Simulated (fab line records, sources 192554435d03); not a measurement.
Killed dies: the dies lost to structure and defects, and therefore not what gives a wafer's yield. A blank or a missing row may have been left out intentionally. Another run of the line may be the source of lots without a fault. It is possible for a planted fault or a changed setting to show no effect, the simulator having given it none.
Chamber matching + flow n5-finfet + 4 sister chambers for N5_HKMG_FIN_NWFM_ALD_20 on ald-metal-03
The step deposits TiAlC, target thk 2 nm, pulse time 3 s, purge time 2 s. 14 wafers are shown with their chamber, then 7 later ones without.

== WAFERS PAIRED WITH THEIR CHAMBERS ==
| wafer  | chamber | heater-power-w (W) | precursor-pulse-height-rel |
|--------|---------|--------------------|----------------------------|
| L422.2 | 2       | 517                | 0.973                      |
| L422.3 | 1       | 460                | 1.000                      |
| L422.5 | 2       | 520                | 1.009                      |
| L424.3 | 0       | 537                | 0.978                      |
| L424.4 | 3       | 435                | 1.007                      |
| L424.6 | 1       | 462                | 1.007                      |
| L425.1 | 1       | 462                | 1.027                      |
| L425.2 | 0       | 517                | 1.013                      |
| L425.3 | 3       | 447                | 1.006                      |
| L427.1 | 2       | 507                | 0.984                      |
| L427.3 | 3       | 442                | 1.024                      |
| L427.5 | 3       | 445                | 1.034                      |
| L429.2 | 0       | 518                | 0.997                      |
| L429.3 | 3       | 454                | 1.008                      |

SIGNATURES (averages over the wafers above)
| reading                    | chamber 0 | chamber 1 | chamber 2 | chamber 3 | scatter within a chamber |
|----------------------------|-----------|-----------|-----------|-----------|--------------------------|
| heater-power-w             | 524.00    | 461.33    | 514.67    | 444.60    | 7.37                     |
| precursor-pulse-height-rel | 0.99600   | 1.01133   | 0.98867   | 1.01580   | 0.0152                   |
Rule: for a wafer and a chamber, the distance is found by dividing, reading by reading, the gap between the wafer's reading and the chamber's mean by the reading's scatter, squaring, summing and taking the root. If the next closest chamber is less than 2 further off than the closest, the wafer can't be placed; otherwise it belongs to the closest. The scatter: the root of (the sum of the squares of (reading less its chamber's mean) over the shown wafers, divided by (wafers less chambers)).

== WAFERS WITHOUT THEIR CHAMBER ==
| wafer  | heater-power-w (W) | precursor-pulse-height-rel |
|--------|--------------------|----------------------------|
| L429.4 | 510                | 0.983                      |
| L431.1 | 434                | 0.996                      |
| L431.4 | 527                | 1.023                      |
| L431.5 | 535                | 0.990                      |
| L432.2 | 547                | 0.983                      |
| L432.3 | 435                | 0.979                      |
| L432.6 | 436                | 0.998                      |

== WHICH CHAMBER EACH ONE RAN IN ==
| wafer  | from the rows above     | in truth |
|--------|-------------------------|----------|
| L429.4 | can't be placed: 2 or 0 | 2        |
| L431.1 | can't be placed: 3 or 1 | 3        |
| L431.4 | can't be placed: 0 or 2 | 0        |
| L431.5 | can't be placed: 0 or 2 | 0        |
| L432.2 | can't be placed: 0 or 2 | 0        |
| L432.3 | can't be placed: 3 or 1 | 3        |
| L432.6 | can't be placed: 3 or 1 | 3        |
Correctly placed: 0 of 7. These rows do not allow placing 7 (true chamber among the candidates in 7). Number placed wrongly: 0.
